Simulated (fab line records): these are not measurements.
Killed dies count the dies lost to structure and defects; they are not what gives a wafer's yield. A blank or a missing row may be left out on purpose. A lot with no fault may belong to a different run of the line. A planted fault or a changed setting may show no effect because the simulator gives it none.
fab line records	flow n5_finfet
record: lots: 10	wafers: 29	last_day: 18
route steps=1938 shown BEOL_M0@736 BEOL_M1@751 BEOL_M4@1111 PASSIVATION@1936
lots that met no fault: from a run of the same line without faults
start_h: hours from the record's first day to the start of the lot's first wafer shown	wait_h: hours from the lot's prior step to this one	" the same as in the row above	L1.1+2: one row covering several wafers at once	- no value, or no start was given	* or withheld: withheld	< > ~ a bound
route shown NAME@n: a module of which the file shows steps, and the number in the route of the first	usual: the fault-free wafers' mean and standard deviation	same: alike in all rows	chamber/n: place in a boat	sites: readings site by site	_std_site: standard deviation of those values	_edge_site: the outer-site mean with the inner-site mean subtracted	radius_mm: for every site, how far away it sits from the centre of the wafer	mask NAME#n: copy n	behind: tool/chamber where the wafer was last shaped	hold: cause of the lot's hold/its duration in hours/its outcome	device: which transistor (n, p or np) failed to switch	end of line: the same wafers' tests at the end of the route	a step given without rows: its recipe and nothing more	killed: dies lost to structure and defects at the first sort, not the wafer's yield	map: the dies of a wafer, with x for killed, . for not killed, _ for no die there
set.NAME: the setting the step ran with; set.NAME@STEP: the setting that earlier step ran with	model.NAME: the simulator's own value behind a step, which no gauge read
steps of the route over a sample of lots; a table a step, a row a wafer
services: from which hour (start_h, from the record's first day; less than 0 if before it) a tool's chamber was out of use, for how many hours, and why
== steps ==
step: N5_BEOL_M0_SPUTTER_132
recipe: material: Cu	target_thk_a: 40	temp_c: -20	chamber_pressure_pa: 0.07	power_w: withheld	time_s: 7.37
usual: chuck_gas_flow_sccm: 1.27/0.049	susceptor_temp_C: -20.02/0.11	throttle_valve_pct: 30.1/0.99
lot.wafer	tool	chamber	start_h	wait_h	chuck_gas_flow_sccm	susceptor_temp_C	throttle_valve_pct
L714.3	pvd_sputter-02	-	120.20	0.0	1.26	-19.92	31.2
L714.5	"	-	"	"	1.21	-19.93	29.8
L714.6	"	-	"	"	1.27	-20.04	29.7
L716.1	pvd_sputter-01	-	132.40	0.0	1.13	-20.00	29.6
L716.2	"	-	"	"	1.27	-20.02	31.9
L716.6	"	-	"	"	1.33	-20.00	31.8
L720.5	pvd_sputter-01	-	156.69	0.0	1.28	-19.99	28.6
L720.6	"	-	"	"	1.20	-19.88	32.1
L727.2	pvd_sputter-01	-	196.61	0.0	1.23	-20.06	29.5
L727.5	"	-	"	"	1.17	-20.02	29.8
L727.6	"	-	"	"	1.28	-20.13	28.8
L728.3	pvd_sputter-02	-	209.52	0.0	1.27	-20.13	30.5
L728.5	"	-	"	"	1.25	-19.89	29.9
L728.6	"	-	"	"	1.27	-20.00	30.7
L730.1	pvd_sputter-01	-	219.07	0.0	1.26	-20.13	28.6
L730.3	"	-	"	"	1.30	-19.95	31.7
L730.5	"	-	"	"	1.31	-19.89	30.0
L731.1	pvd_sputter-01	-	219.51	0.0	1.15	-20.07	29.3
L731.4	"	-	"	"	1.33	-20.21	29.9
L731.6	"	-	"	"	1.28	-19.97	28.7
L733.1	pvd_sputter-02	-	232.30	0.0	1.29	-20.05	29.6
L733.3	"	-	"	"	1.33	-19.97	31.3
L733.5	"	-	"	"	1.32	-20.03	31.3
L734.1	pvd_sputter-02	-	238.15	0.0	1.26	-20.10	29.6
L734.2	"	-	"	"	1.28	-20.08	31.4
L734.5	"	-	"	"	1.32	-20.12	30.6
L735.1	pvd_sputter-01	-	240.45	0.0	1.29	-19.82	31.8
L735.4	"	-	"	"	1.25	-19.90	29.3
L735.6	"	-	"	"	1.37	-20.09	29.8
step: N5_BEOL_M0_ANNEAL_135
recipe: temp_c: 400	time_s: 60	ambient: vacuum
usual: heater_power_w: 857/91	susceptor_temp_C: 400.03/0.23
lot.wafer	tool	chamber	start_h	wait_h	heater_power_w	susceptor_temp_C
L714.3	pvd_sputter-02	-	120.40	0.0	743	400.48
L714.5	"	-	"	"	1057	399.77
L714.6	"	-	"	"	733	399.81
L716.1	pvd_sputter-01	-	132.60	0.0	959	400.25
L716.2	"	-	"	"	800	400.54
L716.6	"	-	"	"	827	400.24
L720.5	pvd_sputter-01	-	156.87	0.0	960	400.24
L720.6	"	-	"	"	807	399.75
L727.2	pvd_sputter-01	-	196.83	0.0	935	399.97
L727.5	"	-	"	"	917	399.91
L727.6	"	-	"	"	981	400.15
L728.3	pvd_sputter-02	-	209.72	0.0	832	399.89
L728.5	"	-	"	"	728	400.14
L728.6	"	-	"	"	839	399.97
L730.1	pvd_sputter-01	-	219.27	0.0	940	400.02
L730.3	"	-	"	"	805	399.68
L730.5	"	-	"	"	906	400.08
L731.1	pvd_sputter-01	-	219.71	0.0	912	400.12
L731.4	"	-	"	"	899	399.88
L731.6	"	-	"	"	958	399.75
L733.1	pvd_sputter-02	-	232.50	0.0	729	400.25
L733.3	"	-	"	"	741	399.82
L733.5	"	-	"	"	735	399.86
L734.1	pvd_sputter-02	-	238.35	0.0	745	400.02
L734.2	"	-	"	"	749	399.85
L734.5	"	-	"	"	851	399.69
L735.1	pvd_sputter-01	-	240.65	0.0	785	400.06
L735.4	"	-	"	"	915	400.04
L735.6	"	-	"	"	907	399.79
step: N5_BEOL_M1_ILD_DEP_00
recipe: material: SiOC	target_thk_a: 790	temp_c: 350	precursor: DEMS/O2	pressure_torr: 5	rf_w: 500	time_s: 15.3
usual: heater_power_w: 474/49	showerhead_plenum_p_Torr: 5.694/0.012	susceptor_temp_C: 350.00/0.23	throttle_valve_pct: 12.3/0.64
lot.wafer	tool	chamber	start_h	wait_h	heater_power_w	showerhead_plenum_p_Torr	susceptor_temp_C	throttle_valve_pct
L714.3	pecvd-03	2	121.55	0.0	427	5.701	350.27	11.5
L714.5	"	0	"	"	413	5.696	350.36	12.3
L714.6	"	1	"	"	485	5.689	349.86	13.1
L716.1	pecvd-02	0	133.75	0.0	519	5.704	350.05	12.4
L716.2	"	1	"	"	440	5.687	350.06	12.0
L716.6	"	2	"	"	526	5.689	350.35	11.3
L720.5	pecvd-03	1	158.01	0.1	516	5.670	349.99	13.1
L720.6	"	2	"	"	372	5.694	350.15	11.6
L727.2	pecvd-01	0	198.02	0.0	470	5.704	350.05	12.8
L727.5	"	2	"	"	414	5.681	349.84	13.4
L727.6	"	0	"	"	464	5.685	349.87	12.7
L728.3	pecvd-01	0	210.94	0.0	441	5.697	349.66	12.4
L728.5	"	0	"	"	444	5.683	350.00	12.9
L728.6	"	2	"	"	432	5.665	350.09	13.6
L730.1	pecvd-01	0	220.61	0.0	493	5.702	349.90	12.6
L730.3	"	0	"	"	487	5.681	350.05	12.8
L730.5	"	1	"	"	569	5.714	350.32	12.1
L731.1	pecvd-02	2	220.91	0.0	520	5.702	350.14	11.4
L731.4	"	2	"	"	515	5.695	350.00	11.2
L731.6	"	1	"	"	454	5.679	349.92	11.8
L733.1	pecvd-03	0	235.11	0.0	443	5.708	350.04	12.5
L733.3	"	1	"	"	486	5.690	349.72	13.1
L733.5	"	1	"	"	499	5.700	349.95	12.9
L734.1	pecvd-03	0	239.61	0.0	425	5.688	350.47	12.0
L734.2	"	1	"	"	485	5.689	350.11	13.1
L734.5	"	0	"	"	425	5.699	350.23	12.4
L735.1	pecvd-03	1	241.95	0.0	459	5.700	350.07	13.0
L735.4	"	0	"	"	453	5.694	349.94	12.4
L735.6	"	1	"	"	456	5.690	349.87	13.1
step: N5_BEOL_M1_PECVD_72
recipe: material: SiO2	target_thk_a: 160	temp_c: 400	precursor: TEOS/O2	pressure_torr: 5.5	rf_w: 450	teos_flow_sccm: 53.8	gas: O2	flow_sccm: 3000	time_s: 18
usual: heater_power_w: 714/59	showerhead_plenum_p_Torr: 8.78/0.048	susceptor_temp_C: 399.96/0.25	throttle_valve_pct: 23.1/1.2
lot.wafer	tool	chamber	start_h	wait_h	heater_power_w	showerhead_plenum_p_Torr	susceptor_temp_C	throttle_valve_pct
L714.3	pecvd-01	2	121.66	0.0	712	8.69	400.26	25.4
L714.5	"	1	"	"	843	8.88	399.93	22.4
L714.6	"	0	"	"	721	8.78	399.88	23.6
L716.1	pecvd-01	0	133.85	0.0	767	8.76	400.21	23.7
L716.2	"	1	"	"	740	8.88	400.02	22.8
L716.6	"	2	"	"	710	8.68	400.40	25.4
L720.5	pecvd-03	0	158.12	0.1	710	8.77	399.81	22.8
L720.6	"	1	"	"	717	8.78	400.21	24.5
L727.2	pecvd-03	0	198.12	0.0	694	8.77	400.04	22.9
L727.5	"	2	"	"	599	8.80	386.54	22.2
L727.6	"	1	"	"	634	8.77	399.91	24.5
L728.3	pecvd-03	2	211.05	0.0	553	8.80	386.39	22.0
L728.5	"	0	"	"	679	8.78	400.24	23.0
L728.6	"	2	"	"	548	8.78	386.16	21.8
L730.1	pecvd-03	0	220.73	0.0	730	8.77	399.67	22.9
L730.3	"	2	"	"	518	8.81	387.00	22.0
L730.5	"	1	"	"	769	8.78	400.05	24.5
L731.1	pecvd-02	2	221.01	0.0	745	8.79	399.90	21.4
L731.4	"	1	"	"	739	8.78	400.18	22.2
L731.6	"	2	"	"	774	8.78	399.81	21.6
L733.1	pecvd-01	1	235.23	0.0	781	8.85	399.92	22.8
L733.3	"	0	"	"	750	8.77	399.93	24.1
L733.5	"	1	"	"	766	8.88	399.88	22.7
L734.1	pecvd-01	1	239.73	0.0	746	8.83	399.89	22.6
L734.2	"	0	"	"	728	8.77	399.81	23.9
L734.5	"	1	"	"	751	8.88	400.08	22.7
L735.1	pecvd-01	1	242.07	0.0	764	8.86	399.91	22.6
L735.4	"	0	"	"	660	8.78	399.65	23.7
L735.6	"	0	"	"	678	8.79	399.75	23.9
step: N5_BEOL_M4_RC_MEAS_101
usual: DIBL_N: 36.0/1.6	DIBL_P: 35.8/2	IOFF_N: 0.152/0.03	IOFF_P: 0.20/0.031	ION_N: 670/12	ION_P: 459/7.4	SS_N: 71.5/0.56	SS_P: 73.2/0.64	VT_N: 251/3.5	VT_P: -252/3.3
lot.wafer	tool	chamber	start_h	wait_h	DIBL_N[mV/V]	DIBL_P[mV/V]	IOFF_N[nA/um]	IOFF_P[nA/um]	ION_N[uA/um]	ION_P[uA/um]	SS_N[mV/dec]	SS_P[mV/dec]	VT_N[mV]	VT_P[mV]
L714.3	prober-02	0	200.04	0.3	36.5	36.9	0.170	0.23	681	467	72.2	73.9	246	-247
L714.5	"	0	"	"	36.4	36.1	0.159	0.22	664	457	72.2	73.9	251	-246
L714.6	"	0	"	"	35.1	35.6	0.143	0.22	675	469	72.0	73.2	252	-246
L716.1	prober-02	0	205.93	0.0	37.0	37.4	0.162	0.21	683	468	70.9	74.1	248	-250
L716.2	"	0	"	"	35.3	34.5	0.136	0.17	675	464	71.0	72.6	249	-253
L716.6	"	0	"	"	35.9	34.9	0.135	0.18	659	451	70.8	73.1	252	-255
L720.5	prober-02	0	239.46	0.6	36.8	37.0	0.170	0.20	665	449	71.2	73.4	247	-253
L720.6	"	0	"	"	34.7	35.1	0.134	0.18	667	457	71.4	73.4	253	-252
L727.2	prober-02	0	262.26	0.2	37.8	39.2	0.176	0.22	676	456	71.8	73.7	249	-252
L727.5	"	0	"	"	36.2	37.3	0.152	0.19	668	456	71.5	73.2	251	-254
L727.6	"	0	"	"	37.5	38.8	0.176	0.21	679	458	72.1	73.5	249	-252
L728.3	prober-01	0	285.29	0.3	34.8	36.5	0.157	0.21	672	461	71.3	72.7	249	-250
L728.5	"	0	"	"	37.0	39.1	0.203	0.26	695	470	71.8	73.6	245	-246
L728.6	"	0	"	"	37.5	39.4	0.224	0.26	686	466	72.0	73.6	243	-248
L731.1	prober-02	0	291.84	0.0	36.2	34.5	0.148	0.18	684	464	71.2	72.7	248	-255
L731.4	"	0	"	"	37.3	34.6	0.146	0.17	674	447	71.6	72.7	254	-255
L731.6	"	0	"	"	34.6	32.2	0.120	0.16	660	449	70.6	72.4	253	-256
L730.1	prober-01	0	301.95	0.0	37.7	38.1	0.196	0.22	686	459	71.2	73.9	244	-251
L730.3	"	0	"	"	34.9	35.4	0.150	0.18	691	471	71.1	72.9	247	-252
L730.5	"	0	"	"	34.7	34.2	0.131	0.16	664	449	70.7	72.5	250	-255
L735.1	prober-02	0	315.94	0.0	35.4	35.1	0.126	0.16	651	441	71.2	72.9	253	-254
L735.4	"	0	"	"	35.7	37.0	0.139	0.18	671	461	71.3	73.1	253	-252
L735.6	"	0	"	"	38.8	40.0	0.190	0.23	671	449	72.2	74.8	247	-251
L733.1	prober-02	0	317.40	0.0	35.8	34.9	0.155	0.19	680	462	71.8	72.8	249	-252
L733.3	"	0	"	"	33.6	31.3	0.109	0.14	653	449	71.5	73.0	257	-256
L733.5	"	0	"	"	34.9	33.4	0.135	0.17	674	463	71.9	72.8	250	-253
L734.1	prober-02	0	328.96	0.0	35.5	33.7	0.136	0.21	674	473	70.9	72.8	254	-250
L734.2	"	0	"	"	36.1	34.1	0.144	0.21	661	459	71.4	73.5	251	-246
L734.5	"	0	"	"	35.4	33.8	0.135	0.20	664	459	71.3	73.4	251	-247
step: N5_PASSIVATION_PROBE_49
usual: defect_limited_yield: 91.6/1.4	killed_at_M0_to_M3: 33/10	killed_at_M4_up: 13/5.3	killed_at_contacts: 13/5.9	killed_at_front_end: 36/12	killed_at_other: 4/3.1	killed_dies: 99/16	killed_open: 65/13	killed_short: 32/7.3	sort_bin_5_function: 4.9/0.9	sort_bin_6_memory: 3.1/0.66	sort_n_pass: 1081/17	sort_yield_pct: 91.6/1.4
same: gross_dies: 1180	killed_at_back_side: 0	sort_bin_4_leakage[%]: 0	sort_bin_8_speed[%]: 0
lot.wafer	tool	chamber	start_h	wait_h	defect_limited_yield[%]	killed_at_M0_to_M3	killed_at_M4_up	killed_at_contacts	killed_at_front_end	killed_at_other	killed_dies	killed_open	killed_short	sort_bin_5_function[%]	sort_bin_6_memory[%]	sort_n_pass	sort_yield_pct[%]
L714.3	prober-01	-	306.14	0.1	92.6	44	1	10	30	2	87	54	32	4.7	2.5	1093	92.6
L714.5	prober-01	-	306.24	0.2	91.9	47	10	7	32	0	96	54	39	4.6	3.1	1084	91.9
L714.6	prober-01	-	306.29	0.3	92.3	37	11	9	32	2	91	52	37	4.5	2.8	1089	92.3
L720.5	prober-02	-	335.36	0.2	91.5	32	10	19	37	2	100	73	27	5.2	2.7	1080	91.5
L720.6	prober-02	-	335.41	0.3	92.5	30	8	15	33	3	89	65	22	4.1	3.3	1091	92.5
L727.6	prober-02	-	366.17	0.3	90.3	28	15	13	58	1	115	77	31	5.9	3.0	1065	90.3
L730.3	prober-02	-	414.57	0.1	90.7	40	27	10	32	1	110	77	32	5.4	3.6	1070	90.7
L730.5	prober-02	-	414.67	0.2	92.6	35	4	16	30	2	87	66	20	4.0	3.4	1093	92.6
L735.1	prober-02	-	433.72	0.0	93.3	39	11	7	20	2	79	53	25	3.8	2.6	1101	93.3
L735.4	prober-02	-	433.87	0.2	92.0	31	10	7	43	3	94	53	40	4.8	2.7	1086	92.0
L735.6	prober-02	-	433.97	0.3	90.9	48	20	5	30	4	107	76	31	5.5	3.2	1073	90.9
killed by level:class
L714.3 BEOL_M0_SAQP:geometric_particle:short=14 BEOL_M0_SAQP:geometric_particle:open=11 MOL_CONTACT_COAG:geometric_particle:open=7 FIN_SAQP:geometric_particle:short=6 STARTING-WAFER:geometric_particle:open=5 STI_FIN_REVEAL:geometric_particle:open=5 BEOL_M0:geometric_particle:open=5 BEOL_M1:geometric_particle:open=5
L714.5 BEOL_M0_SAQP:geometric_particle:short=14 BEOL_M2:geometric_particle:open=11 BEOL_M0_SAQP:geometric_particle:open=10 FIN_SAQP:geometric_particle:short=7 STI_FIN_REVEAL:geometric_particle:open=6 BEOL_M1:geometric_particle:short=5 FIN_SAQP:geometric_particle:open=4 BEOL_M1:geometric_particle:open=4
L714.6 FIN_SAQP:geometric_particle:short=8 BEOL_M0_SAQP:geometric_particle:short=8 MOL_CONTACT_COAG:geometric_particle:open=7 STI_FIN_REVEAL:geometric_particle:open=5 GATE_CUT:geometric_particle:short=5 BEOL_M0:geometric_particle:open=5 BEOL_M1:geometric_particle:open=5 BEOL_M3:geometric_particle:open=5
L720.5 MOL_CONTACT_COAG:geometric_particle:open=15 BEOL_M0_SAQP:geometric_particle:open=9 BEOL_M2:geometric_particle:open=8 STI_FIN_REVEAL:geometric_particle:open=7 FIN_SAQP:geometric_particle:open=6 BEOL_M0_SAQP:geometric_particle:short=6 DUMMY_GATE:geometric_particle:open=5 FIN_SAQP:geometric_particle:short=4
L720.6 MOL_CONTACT_COAG:geometric_particle:open=12 BEOL_M2:geometric_particle:open=10 BEOL_M1:geometric_particle:open=8 STI_FIN_REVEAL:geometric_particle:open=7 FIN_SAQP:geometric_particle:open=6 GATE_CUT:geometric_particle:short=4 BEOL_M0_SAQP:geometric_particle:open=4 BEOL_M5:geometric_particle:open=4
L727.6 FIN_SAQP:geometric_particle:open=18 BEOL_M3:geometric_particle:open=14 FIN_SAQP:geometric_particle:short=11 DUMMY_GATE:geometric_particle:open=9 MOL_CONTACT_COAG:geometric_particle:open=9 STI_FIN_REVEAL:geometric_particle:open=7 BEOL_M3:geometric_particle:short=7 BEOL_M4:geometric_particle:open=7
L730.3 BEOL_M2:geometric_particle:open=11 MOL_CONTACT_COAG:geometric_particle:open=8 BEOL_M4:geometric_particle:open=8 BEOL_M0_SAQP:geometric_particle:open=7 STI_FIN_REVEAL:geometric_particle:open=6 BEOL_M1:geometric_particle:open=6 BEOL_M3:geometric_particle:open=5 DUMMY_GATE:geometric_particle:open=4
L730.5 STI_FIN_REVEAL:geometric_particle:open=12 MOL_CONTACT_COAG:geometric_particle:open=12 BEOL_M3:geometric_particle:open=10 BEOL_M2:geometric_particle:open=7 BEOL_M0_SAQP:geometric_particle:open=6 MOL_CONTACT_COAG:geometric_particle:short=4 BEOL_M1:geometric_particle:open=4 DUMMY_GATE:geometric_particle:open=3
L735.1 BEOL_M0_SAQP:geometric_particle:open=11 BEOL_M0_SAQP:geometric_particle:short=11 FIN_SAQP:geometric_particle:open=7 MOL_CONTACT_COAG:geometric_particle:open=7 DUMMY_GATE:geometric_particle:open=5 BEOL_M4:geometric_particle:open=5 BEOL_M3:geometric_particle:open=4 FIN_SAQP:geometric_particle:short=3
L735.4 FIN_SAQP:geometric_particle:short=12 BEOL_M0_SAQP:geometric_particle:short=12 BEOL_M0_SAQP:geometric_particle:open=10 STARTING-WAFER:geometric_particle:open=8 BEOL_M4:geometric_particle:open=6 FIN_SAQP:geometric_particle:open=5 MOL_CONTACT_COAG:geometric_particle:open=5 STI_FIN_REVEAL:geometric_particle:open=3
L735.6 BEOL_M0_SAQP:geometric_particle:open=20 BEOL_M0_SAQP:geometric_particle:short=11 DUMMY_GATE:geometric_particle:open=9 BEOL_M1:geometric_particle:open=8 BEOL_M4:geometric_particle:open=7 BEOL_M7:geometric_particle:open=7 STI_FIN_REVEAL:geometric_particle:open=6 MOL_CONTACT_COAG:geometric_particle:open=5
== services ==
tool	chamber	start_h	hours	kind
pecvd-01	1	96.26	6.5	repair
pecvd-03	-	102.54	6.0	pm
pecvd-02	0	104.94	2.1	scheduled_down
pvd_sputter-01	-	143.59	5.2	repair
pecvd-03	-	162.43	2.2	repair
pecvd-02	-	165.07	2.8	pm
pecvd-01	2	215.87	20.5	repair
pecvd-03	1	223.73	6.0	repair
pecvd-02	1	233.21	2.1	scheduled_down
pecvd-03	2	234.72	9.0	repair
pecvd-01	2	236.42	-	clean
pecvd-01	2	236.42	-	consumable_replace:showerhead
pecvd-01	2	236.42	29.0	scheduled_down
pecvd-01	2	236.42	29.0	vent_cycle
== key ==
first_sign: step: N5_BEOL_M1_PECVD_72	reading: susceptor_temp_C	direction: down	sigmas: 55	usual: *	struck: *
effect none on later readings
met_at N5_BEOL_M1_PECVD_72
struck_lots L727,L728,L730
struck_wafers L727.5,L728.3,L728.6,L730.3
not_acting_at N5_BEOL_M0_SPUTTER_132,N5_BEOL_M0_ANNEAL_135,N5_BEOL_M1_ILD_DEP_00
fault: kind: process_parameter_drift	tool: pecvd-03	chamber: 2	onset_h: 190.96	steps: N5_BEOL_M1_PECVD_72	channel: temp_c	offset: *	shape: step	end_h: 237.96	acts_in: *	stated: *
